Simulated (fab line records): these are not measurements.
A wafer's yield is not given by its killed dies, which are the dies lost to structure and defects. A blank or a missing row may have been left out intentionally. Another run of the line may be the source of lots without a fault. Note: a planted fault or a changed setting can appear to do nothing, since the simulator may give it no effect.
fab line records -- flow n5Finfet
record: lots: 6, wafers: 16, lastDay: 16
route steps=1938 shown GATE_CUT@489 BEOL_M4@1111
lots that met no fault: from a run of the same line without faults
startH: the number of hours between the record's first day and the start of the first shown wafer of the lot -- waitH: time in hours since the lot's previous step -- " repeats the value in the row above -- L1.1+2: a single row standing in for several wafers -- - value missing, or start not given -- * or withheld: withheld -- < > ~ a bound
route shown NAME@n: NAME is a module with steps in the file, n the number in the route of the first one -- usual: mean/standard deviation of fault-free wafers -- same: alike in all rows -- chamber/n: place in a boat -- sites: readings site by site -- _std_site: the standard deviation of these -- _edge_site: mean of outer sites minus mean of inner sites -- radiusMm: for every site, how far away it sits from the centre of the wafer -- mask NAME#n: copy n -- behind: the most recent tool/chamber to have shaped the wafer -- hold: why the lot was held/for how many hours/how that ended -- device: the transistor (n, p or np) that didn't switch -- end of line: tests run on the same wafers once the route is complete -- a step with no rows: only its recipe -- killed: the dies lost at the first sort to structure and to defects; this is not the yield of the wafer -- map: a wafer's dies, x killed, . not, _ none there
set.NAME: the setting as run; set.NAME@STEP: as run at that earlier step -- model.NAME: the simulator's own value behind a step, which no gauge read
lots at selected steps of the route; one table per step, one row per wafer
services: from which hour (startH, from the record's first day; less than 0 if before it) a tool's chamber was out of use, for how many hours, and why
== steps ==
step: N5_GATE_CUT_INSPECT_15
recipe: mode: adi, inspectInstrument: brightfield
usual: rawDefectCount: 124/37
lot.wafer,tool,chamber,startH,waitH,rawDefectCount
L436.3,defectInspect-02,-,93.60,0.0,69
L436.4,defectInspect-02,-,93.60,0.0,73
L436.6,defectInspect-02,-,93.60,0.0,82
L440.1,defectInspect-02,-,113.52,0.1,137
L440.3,defectInspect-02,-,113.52,0.1,96
L440.5,defectInspect-02,-,113.52,0.1,139
L439.4,defectInspect-01,-,116.07,0.0,115
L439.6,defectInspect-01,-,116.07,0.0,63
L441.3,defectInspect-02,-,122.46,0.0,153
L441.5,defectInspect-02,-,122.46,0.0,72
L441.6,defectInspect-02,-,122.46,0.0,92
L445.2,defectInspect-01,-,146.78,0.0,151
L445.4,defectInspect-01,-,146.78,0.0,156
L452.1,defectInspect-02,-,189.08,0.1,107
L452.4,defectInspect-02,-,189.08,0.1,103
L452.5,defectInspect-02,-,189.08,0.1,105
step: N5_GATE_CUT_DESCUM_18
recipe: chemistry: O2, timeS: 7, sourcePowerW: 50, biasPowerW: 20, pressureMtorr: 20, rfFrequencyHz: 2.712e+07, tempC: 40, resist: CAR-EUV, o2FlowSccm: 225
usual: drypumpMotorCurrentA: 5.6/0.33, oesProductAu: 0.78/0.085, rfVppV: 243.3/1.4, showerheadPlenumPTorr: 2.10/0.078, throttleValvePct: 20.37/0.24
same: timeS: 7
lot.wafer,tool,chamber,startH,waitH,drypumpMotorCurrentA,oesProductAu,rfHoursCounterH,rfVppV,showerheadPlenumPTorr,throttleValvePct
L436.3,rieDiel-02,0,93.63,0.0,5.8,0.73,186,243.8,2.16,20.47
L436.4,rieDiel-02,3,93.63,0.0,5.9,0.73,185,245.2,2.17,20.49
L436.6,rieDiel-02,1,93.63,0.0,5.7,0.68,-,240.5,1.97,20.50
L440.1,rieDiel-04,2,113.56,0.0,5.5,0.78,149,244.2,2.18,20.39
L440.3,rieDiel-04,1,113.56,0.0,5.2,0.89,45,240.9,2.04,20.48
L440.5,rieDiel-04,1,113.56,0.0,5.2,0.90,-,241.9,2.04,20.47
L439.4,rieDiel-04,3,116.11,0.0,5.2,0.68,242,240.9,1.97,20.32
L439.6,rieDiel-04,2,116.11,0.0,5.5,0.78,-,245.5,2.18,20.39
L441.3,rieDiel-01,2,122.64,0.2,5.3,0.89,21,243.3,2.05,19.89
L441.5,rieDiel-01,0,122.64,0.2,5.9,0.85,-,243.2,2.13,20.02
L441.6,rieDiel-01,1,122.64,0.2,5.7,0.72,-,242.4,2.08,20.82
L445.2,rieDiel-02,2,146.81,0.0,6.0,0.75,151,241.7,2.00,20.29
L445.4,rieDiel-02,3,146.81,0.0,5.9,0.72,203,243.3,2.16,20.53
L452.1,rieDiel-01,0,189.29,0.2,5.9,0.82,70,244.7,2.12,20.04
L452.4,rieDiel-01,2,189.29,0.2,5.4,0.86,-,241.6,2.04,19.92
L452.5,rieDiel-01,0,189.29,0.2,5.9,0.82,-,243.1,2.12,20.06
step: N5_GATE_CUT_ETCH_28
recipe: chemistry: N2/H2, target: underlayer, targetDepthA: 130, maskMaterial: CAR-EUV, timeS: 10.4, ionEnergyEv: 200, pressureMtorr: 30, sourceW: 840, biasW: 150, n2FlowSccm: 200, h2FlowSccm: 200, ends: cleared
step: N5_GATE_CUT_ETCH_36
recipe: chemistry: CF4, target: SiARC, targetDepthA: 130, maskMaterial: CAR-EUV, timeS: 21.7, ionEnergyEv: 80, pressureMtorr: 40, sourceW: 545, biasW: 36, Ar_flow_sccm: 100, cf4FlowSccm: 100, ends: cleared
usual: drypumpMotorCurrentA: 5.6/0.33, etchRfOnTimeS: 21.6/0.38, oesProductAu: 0.67/0.074, rfVppV: 184.3/1.2, showerheadPlenumPTorr: 2.15/0.073, throttleValvePct: 15.58/0.23
lot.wafer,tool,chamber,startH,waitH,drypumpMotorCurrentA,etchRfOnTimeS,oesProductAu,rfHoursCounterH,rfVppV,showerheadPlenumPTorr,throttleValvePct
L436.3,rieDiel-02,0,93.69,0.0,5.8,21.9,0.62,186,184.4,2.21,15.69
L436.4,rieDiel-02,3,93.69,0.0,5.9,22.1,0.62,185,185.1,2.21,15.67
L436.6,rieDiel-02,1,93.69,0.0,5.7,22.1,0.58,-,183.6,2.03,15.77
L440.1,rieDiel-04,2,113.61,0.0,5.5,21.4,0.67,149,185.1,2.23,15.61
L440.3,rieDiel-04,1,113.61,0.0,5.2,21.1,0.76,45,183.4,2.09,15.60
L440.5,rieDiel-04,1,113.61,0.0,5.1,21.2,0.76,-,183.1,2.09,15.62
L439.4,rieDiel-04,3,116.16,0.0,5.2,22.0,0.58,242,184.5,2.03,15.63
L439.6,rieDiel-04,2,116.16,0.0,5.5,21.5,0.66,-,185.2,2.23,15.61
L441.3,rieDiel-01,2,122.69,0.0,5.3,21.0,0.79,21,183.1,2.11,15.13
L441.5,rieDiel-01,0,122.69,0.0,5.8,21.3,0.73,-,184.9,2.18,15.19
L441.6,rieDiel-01,1,122.69,0.0,5.7,21.6,0.63,-,184.3,2.13,15.97
L445.2,rieDiel-02,2,146.87,0.0,6.0,21.5,0.64,151,184.1,2.06,15.54
L445.4,rieDiel-02,3,146.87,0.0,5.9,22.1,0.61,203,184.9,2.20,15.70
L452.1,rieDiel-01,0,189.34,0.0,5.9,21.5,0.70,70,185.2,2.17,15.24
L452.4,rieDiel-01,2,189.34,0.0,5.3,21.3,0.74,-,183.7,2.10,15.20
L452.5,rieDiel-01,0,189.34,0.0,5.9,21.6,0.71,-,185.0,2.17,15.26
step: N5_GATE_CUT_ETCH_37
recipe: chemistry: N2/H2, target: SOC, targetDepthA: 600, overetchA: 120, maskMaterial: SiARC, tempC: 40, timeS: 90, ionEnergyEv: 200, pressureMtorr: 30, sourceW: 840, biasW: 150, n2FlowSccm: 200, h2FlowSccm: 200
step: N5_GATE_CUT_STRIP_38
recipe: chemistry: N2/H2, tempC: 40, n2FlowSccm: 200, h2FlowSccm: 200, rfFrequencyHz: 6e+07
step: N5_GATE_CUT_STRIP_39
recipe: chemistry: N2/H2, tempC: 40, n2FlowSccm: 200, h2FlowSccm: 200, rfFrequencyHz: 6e+07
step: N5_GATE_CUT_HM_OPEN_40
recipe: chemistry: C4F6/O2, target: SiO2, maskMaterial: SiARC, targetDepthA: 1390, timeS: 85.1, ionEnergyEv: 250, pressureMtorr: 30, sourceW: 345, biasW: 185, Ar_flow_sccm: 300, C4F6_flow_sccm: 10, O2_flow_sccm: 10, ends: cleared
usual: drypumpMotorCurrentA: 5.6/0.33, etchRfOnTimeS: 93.9/1.7, oesProductAu: 0.70/0.077, rfVppV: 663/4.8, showerheadPlenumPTorr: 2.87/0.095, throttleValvePct: 20.91/0.23
lot.wafer,tool,chamber,startH,waitH,drypumpMotorCurrentA,etchRfOnTimeS,oesProductAu,rfHoursCounterH,rfVppV,showerheadPlenumPTorr,throttleValvePct
L436.3,rieDiel-02,0,93.80,0.0,5.8,94.4,0.66,186,662,2.95,21.05
L436.4,rieDiel-02,3,93.80,0.0,5.9,95.3,0.66,185,661,2.94,20.98
L436.6,rieDiel-02,1,93.80,0.0,5.7,94.6,0.62,-,658,2.70,21.07
L440.1,rieDiel-04,2,113.72,0.0,5.5,93.0,0.70,149,663,2.96,20.86
L440.3,rieDiel-04,1,113.72,0.0,5.2,92.2,0.81,45,660,2.78,21.06
L440.5,rieDiel-04,1,113.72,0.0,5.2,93.0,0.80,-,658,2.78,21.05
L439.4,rieDiel-04,3,116.27,0.0,5.2,96.3,0.61,242,663,2.70,20.87
L439.6,rieDiel-04,2,116.27,0.0,5.5,94.2,0.70,-,662,2.96,20.87
L441.3,rieDiel-01,2,122.80,0.0,5.3,91.1,0.82,21,667,2.81,20.53
L441.5,rieDiel-01,0,122.80,0.0,5.9,94.4,0.77,-,654,2.89,20.51
L441.6,rieDiel-01,1,122.80,0.0,5.8,94.7,0.66,-,662,2.84,21.35
L445.2,rieDiel-02,2,146.98,0.0,6.0,91.9,0.68,151,662,2.74,20.90
L445.4,rieDiel-02,3,146.98,0.0,5.9,96.1,0.65,203,660,2.93,20.99
L452.1,rieDiel-01,0,189.45,0.0,5.9,94.4,0.74,70,653,2.88,20.54
L452.4,rieDiel-01,2,189.45,0.0,5.4,92.8,0.78,-,666,2.80,20.56
L452.5,rieDiel-01,0,189.45,0.0,5.9,94.9,0.75,-,653,2.88,20.53
step: N5_GATE_CUT_STRIP_41
recipe: chemistry: CF4, resist: SiARC, powerW: 300, biasPowerW: 75, pressureMtorr: 50, cf4FlowSccm: 150, rfFrequencyHz: 6e+07
step: N5_GATE_CUT_STRIP_42
recipe: chemistry: O2, powerW: 400, tempC: 40, pressureMtorr: 30, rfFrequencyHz: 6e+07, biasPowerW: 0, overashFraction: 0.3, o2FlowSccm: 225
step: N5_GATE_CUT_ETCH_19
recipe: chemistry: CH3F/O2, target: SiNx, maskMaterial: SiO2, targetDepthA: 537, timeS: 76.7, pressureMtorr: 30, sourceW: 395, biasW: 73, Ar_flow_sccm: 150, CH3F_flow_sccm: 30, O2_flow_sccm: 20, ionEnergyEv: 120, ends: cleared
step: N5_GATE_CUT_CUT_ETCH_53
recipe: chemistry: SF6/Cl2, target: W, maskMaterial: SiO2, targetDepthA: 792, pressureMtorr: 8, icpW: 900, biasW: 80, SF6_flow_sccm: 40, Cl2_flow_sccm: 60, ends: cleared
usual: drypumpMotorCurrentA: 5.87/0.24, etchRfOnTimeS: 26.2/0.38, oesProductAu: 0.73/0.085, throttleValvePct: 28.8/0.32
lot.wafer,tool,chamber,startH,waitH,drypumpMotorCurrentA,etchRfOnTimeS,oesProductAu,rfHoursCounterH,throttleValvePct
L436.3,rieMetal-01,0,94.05,0.1,5.45,26.1,0.66,-,28.7
L436.4,rieMetal-01,1,94.05,0.1,6.08,27.0,0.70,-,29.2
L436.6,rieMetal-01,0,94.05,0.1,5.43,25.9,0.66,-,28.7
L440.1,rieMetal-02,1,113.95,0.1,6.13,25.7,0.67,66,28.8
L440.3,rieMetal-02,1,113.95,0.1,6.12,25.7,0.67,-,28.8
L440.5,rieMetal-02,1,113.95,0.1,6.12,25.5,0.67,-,28.8
L439.4,rieMetal-02,1,116.54,0.1,6.14,25.9,0.66,-,28.8
L439.6,rieMetal-02,0,116.54,0.1,5.72,26.3,0.83,-,29.0
L441.3,rieMetal-03,0,123.07,0.1,5.80,26.2,0.80,-,28.3
L441.5,rieMetal-03,0,123.07,0.1,5.80,25.8,0.80,-,28.3
L441.6,rieMetal-03,0,123.07,0.1,5.78,25.8,0.80,-,28.3
L445.2,rieMetal-02,1,147.21,0.1,6.11,25.4,0.67,68,28.8
L445.4,rieMetal-02,1,147.21,0.1,6.13,25.7,0.66,-,28.8
L452.1,rieMetal-03,0,189.68,0.1,5.79,26.2,0.77,20,28.3
L452.4,rieMetal-03,0,189.68,0.1,5.82,26.1,0.77,-,28.3
L452.5,rieMetal-03,1,189.68,0.1,6.04,26.9,0.83,-,28.9
step: N5_GATE_CUT_CUT_ETCH_54
recipe: chemistry: Cl2/BCl3, target: TiN, maskMaterial: SiO2, targetDepthA: 967, pressureMtorr: 10, icpW: 1000, biasW: 126, Cl2_flow_sccm: 53.25, bcl3FlowSccm: 21.75, Ar_flow_sccm: 25, ends: cleared
usual: drypumpMotorCurrentA: 5.87/0.24, etchRfOnTimeS: 36.4/0.54, oesProductAu: 0.73/0.084, throttleValvePct: 22.14/0.25
lot.wafer,tool,chamber,startH,waitH,drypumpMotorCurrentA,etchRfOnTimeS,oesProductAu,rfHoursCounterH,throttleValvePct
L436.3,rieMetal-01,0,94.11,0.0,5.43,36.0,0.65,-,22.07
L436.4,rieMetal-01,1,94.11,0.0,6.14,37.1,0.71,-,22.48
L436.6,rieMetal-01,0,94.11,0.0,5.44,36.2,0.65,-,22.08
L440.1,rieMetal-02,1,114.01,0.0,6.11,35.8,0.67,66,22.07
L440.3,rieMetal-02,1,114.01,0.0,6.12,35.7,0.67,-,22.06
L440.5,rieMetal-02,1,114.01,0.0,6.11,35.9,0.67,-,22.09
L439.4,rieMetal-02,1,116.60,0.0,6.13,43.6,0.60,-,22.17
L439.6,rieMetal-02,0,116.60,0.0,5.68,36.3,0.83,-,22.27
L441.3,rieMetal-03,0,123.19,0.1,5.81,36.7,0.79,-,21.77
L441.5,rieMetal-03,0,123.19,0.1,5.78,36.7,0.78,-,21.78
L441.6,rieMetal-03,0,123.19,0.1,5.79,36.2,0.80,-,21.77
L445.2,rieMetal-02,1,147.27,0.0,6.13,36.0,0.66,68,22.08
L445.4,rieMetal-02,1,147.27,0.0,6.13,44.7,0.59,-,22.18
L452.1,rieMetal-03,0,189.74,0.0,5.77,36.5,0.77,20,21.79
L452.4,rieMetal-03,0,189.74,0.0,5.79,36.4,0.77,-,21.77
L452.5,rieMetal-03,1,189.74,0.0,6.05,36.8,0.84,-,22.29
step: N5_GATE_CUT_CUT_ETCH_55
recipe: chemistry: BCl3, target: HfO2, maskMaterial: SiO2, targetDepthA: 32, ionEnergyEv: 30, pressureMtorr: 5, icpW: 450, biasW: 18, bcl3FlowSccm: 80
usual: drypumpMotorCurrentA: 5.87/0.24, oesProductAu: 0.81/0.095, throttleValvePct: 33.0/0.42
lot.wafer,tool,chamber,startH,waitH,drypumpMotorCurrentA,oesProductAu,rfHoursCounterH,throttleValvePct
L436.3,rieMetal-01,0,94.16,0.0,5.44,0.72,-,32.8
L436.4,rieMetal-01,1,94.16,0.0,6.14,0.79,-,33.5
L436.6,rieMetal-01,0,94.16,0.0,5.44,0.72,-,32.8
L440.1,rieMetal-02,1,114.07,0.0,6.10,0.74,66,33.1
L440.3,rieMetal-02,1,114.07,0.0,6.12,0.73,-,33.1
L440.5,rieMetal-02,1,114.07,0.0,6.12,0.74,-,33.1
L439.4,rieMetal-02,1,116.65,0.0,6.14,0.73,-,33.1
L439.6,rieMetal-02,0,116.65,0.0,5.66,0.93,-,33.2
L441.3,rieMetal-03,0,123.29,0.1,5.84,0.87,-,32.2
L441.5,rieMetal-03,0,123.29,0.1,5.78,0.87,-,32.3
L441.6,rieMetal-03,0,123.29,0.1,5.83,0.88,-,32.2
L445.2,rieMetal-02,1,147.33,0.0,6.12,0.74,68,33.1
L445.4,rieMetal-02,1,147.33,0.0,6.13,0.73,-,33.1
L452.1,rieMetal-03,0,189.80,0.0,5.79,0.84,20,32.3
L452.4,rieMetal-03,0,189.80,0.0,5.81,0.85,-,32.2
L452.5,rieMetal-03,1,189.80,0.0,6.05,0.94,-,33.1
step: N5_BEOL_M4_RC_MEAS_101
usual: DIBL_N: 35.9/1.3, DIBL_P: 36.3/1.5, IOFF_N: 0.153/0.023, IOFF_P: 0.208/0.028, ION_N: 672/9.7, ION_P: 462/6.6, SS_N: 71.5/0.53, SS_P: 73.3/0.59, VT_N: 250.4/2.7, VT_P: -250.5/3
lot.wafer,tool,chamber,startH,waitH,DIBL_N[mV/V],DIBL_P[mV/V],IOFF_N[nA/um],IOFF_P[nA/um],ION_N[uA/um],ION_P[uA/um],SS_N[mV/dec],SS_P[mV/dec],VT_N[mV],VT_P[mV]
L436.3,prober-01,0,184.27,0.3,35.6,35.2,0.147,0.181,671,457,70.9,73.0,252.3,-252.3
L436.4,prober-01,0,184.27,0.3,36.5,36.6,0.162,0.203,681,468,71.7,74.2,249.1,-250.9
L436.6,prober-01,0,184.27,0.3,37.0,37.0,0.182,0.213,678,459,72.2,73.9,250.1,-252.9
L439.4,prober-02,0,204.30,0.5,35.4,34.3,0.138,0.179,673,456,71.6,72.0,252.6,-251.9
L439.6,prober-02,0,204.30,0.5,36.4,35.9,0.154,0.201,677,465,71.6,73.1,249.5,-251.9
L440.1,prober-02,0,211.49,0.0,33.8,35.3,0.121,0.177,653,452,70.8,72.7,253.2,-252.9
L440.3,prober-02,0,211.49,0.0,36.0,38.1,0.162,0.213,673,461,71.6,73.9,250.8,-253.0
L440.5,prober-02,0,211.49,0.0,34.1,35.3,0.120,0.177,646,456,70.9,72.1,255.5,-252.9
L441.3,prober-01,0,223.31,0.3,36.6,35.9,0.155,0.214,669,459,72.1,73.2,248.1,-249.8
L441.5,prober-01,0,223.31,0.3,36.7,36.9,0.171,0.230,677,467,72.6,73.8,249.9,-249.7
L441.6,prober-01,0,223.31,0.3,36.9,37.0,0.174,0.235,682,472,71.8,73.8,248.4,-250.1
L445.2,prober-01,0,236.79,0.2,36.9,36.5,0.159,0.236,676,471,71.3,73.0,250.8,-248.0
L445.4,prober-01,0,236.79,0.2,34.8,33.6,0.120,0.189,657,460,70.9,72.9,251.8,-249.4
L452.1,prober-01,0,279.17,0.0,34.6,35.3,0.133,0.164,673,463,70.6,73.9,252.9,-254.5
L452.4,prober-01,0,279.17,0.0,35.7,37.3,0.153,0.196,662,456,71.6,73.7,249.3,-252.0
L452.5,prober-01,0,279.17,0.0,35.0,36.5,0.142,0.182,683,465,70.8,73.4,250.0,-256.8
== services ==
tool,chamber,startH,hours,kind
rieDiel-01,1,93.05,9.4,repair
rieDiel-02,-,94.98,2.8,pm
rieDiel-02,3,98.87,7.9,repair
rieMetal-03,1,121.49,-,clean
rieMetal-03,1,121.49,20.7,scheduledDown
rieMetal-03,1,121.49,20.7,ventCycle
rieDiel-02,1,122.31,-,clean
rieDiel-02,1,122.31,-,consumableReplace:focusRing
rieDiel-02,1,122.31,-,consumableReplace:showerhead
rieDiel-02,1,122.31,15.9,scheduledDown
rieDiel-02,1,122.31,15.9,ventCycle
rieDiel-04,-,128.58,28.1,pm
rieDiel-04,3,170.75,-,clean
rieDiel-04,3,170.75,-,consumableReplace:focusRing
rieDiel-04,3,170.75,-,consumableReplace:showerhead
rieDiel-04,3,170.75,15.6,scheduledDown
rieDiel-04,3,170.75,15.6,ventCycle
rieDiel-01,3,183.32,-,clean
rieDiel-01,3,183.32,-,consumableReplace:focusRing
rieDiel-01,3,183.32,14.8,scheduledDown
rieDiel-01,3,183.32,14.8,ventCycle
== key ==
firstSign: step: N5_GATE_CUT_CUT_ETCH_54, reading: etchRfOnTimeS, direction: up, sigmas: 14, usual: *, struck: *
effect none on later readings
metAt N5_GATE_CUT_CUT_ETCH_54
struckWafers L439.4,L445.4
onsetBetween 114.01 116.60
fault: kind: processParameterDrift, tool: rieMetal-02, chamber: -, onsetH: 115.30, steps: N5_GATE_CUT_CUT_ETCH_54, channel: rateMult, offset: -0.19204, shape: step, endH: 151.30, scope: struckWafersOnly
